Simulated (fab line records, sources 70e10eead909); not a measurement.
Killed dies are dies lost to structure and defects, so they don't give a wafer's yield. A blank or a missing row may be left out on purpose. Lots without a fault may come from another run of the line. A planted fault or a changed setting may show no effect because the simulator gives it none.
Chamber matching | flow nand_harc | NHARC_P_M1_DESCUM_14 on rie_diel-07: 4 sister chambers
The step chemistry O2, time 3 s. 4 wafers are shown with their chamber, then 12 later ones without.

WAFERS WITH THEIR CHAMBER
wafer  | chamber | drypump_motor_current_A (A)
L085.1 | 0       | 5.32
L092.2 | 1       | 5.91
L092.5 | 3       | 6.13
L092.6 | 2       | 6.28

WAFERS WITHOUT THEIR CHAMBER
wafer  | drypump_motor_current_A (A)
L093.4 | 6.13
L093.5 | 6.13
L093.6 | 5.32
L095.1 | 5.91
L095.2 | 6.15
L095.5 | 6.22
L097.1 | 6.33
L097.2 | 5.90
L097.3 | 5.31
L097.4 | 6.15
L097.5 | 5.32
L097.6 | 5.90

WHICH CHAMBER EACH WENT THROUGH
wafer  | from the rows above     | in truth
L093.4 | 3                       | 3
L093.5 | 3                       | 3
L093.6 | 0                       | 0
L095.1 | 1                       | 1
L095.2 | 3                       | 3
L095.5 | can't be placed: 2 or 3 | 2
L097.1 | 2                       | 2
L097.2 | 1                       | 1
L097.3 | 0                       | 0
L097.4 | 3                       | 3
L097.5 | 0                       | 0
L097.6 | 1                       | 1
Placed correctly: 11 of 12. Can't be placed from these rows: 1 (the true chamber is among the candidates in 1). Placed wrongly: 0.
How it was worked out, from the rows above alone: a wafer's distance from a chamber is the root of the sum, over the readings, of the square of ((its reading less the chamber's mean) divided by the reading's scatter). The wafer belongs to the nearest chamber; if the next one is less than 2 further off, it can't be placed. A chamber's mean is the mean of its shown wafers. The scatter: with one shown wafer a chamber, the root of the mean of the squares of how far each hidden wafer lies from its nearest shown one.
